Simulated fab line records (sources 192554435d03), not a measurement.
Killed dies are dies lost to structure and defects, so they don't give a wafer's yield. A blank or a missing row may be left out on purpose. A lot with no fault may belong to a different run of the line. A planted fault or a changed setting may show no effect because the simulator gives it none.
Which of the tools did it?    flow n5Finfet    11 lots (28 wafers sampled), 1 step of a 1938-step route

== WHAT THE GAUGES READ, wafer by wafer ==
N5_BEOL_M4_RC_MEAS_101.
lot   measured      on         DIBL_N (mV/V)
L921  day 7 17:58   prober-02  32.5 34.3 35.5
L923  day 8 07:28   prober-01  36.3 35.4
L924  day 8 16:44   prober-02  38.1 34.3 36.9
L929  day 9 12:40   prober-02  34.3 34.4 38.4
L935  day 11 08:19  prober-02  36.5 36.7 38.2
L934  day 11 10:50  prober-02  36.5 37.8 39.0
L936  day 11 13:23  prober-01  34.1 37.0
L937  day 11 15:56  prober-01  40.2 36.7
L938  day 11 21:04  prober-02  34.7 34.9 35.6
L939  day 12 08:28  prober-01  37.2 37.4
L944  day 14 08:32  prober-01  36.5 41.0

== EACH LOT AND THE TOOL THAT RAN IT (in order: tool; ch and the chambers of the sampled wafers; start) ==
There is no process step in the record ahead of these readings.

== THE ANSWER, worked out from the rows above alone ==
Rule: usual is defined by the lots themselves. The widest of any qualifying gaps counts: lots, ordered by their means at a reading, are off when they make up no more than a third of the lots, leave a main group of 4 or more, and stand apart from it by 3 or more times the standard deviation of that group's means. Not used: any main group whose means are identical at the precision the tables above print for the reading. A lot without any number at a reading at which 4 lots or more have one is off too. All remaining lots with rows at the step are treated as sound.
No lot is off at any reading shown: from this, nothing can be told.

== WHAT WAS PUT IN BY THE SIMULATOR ==
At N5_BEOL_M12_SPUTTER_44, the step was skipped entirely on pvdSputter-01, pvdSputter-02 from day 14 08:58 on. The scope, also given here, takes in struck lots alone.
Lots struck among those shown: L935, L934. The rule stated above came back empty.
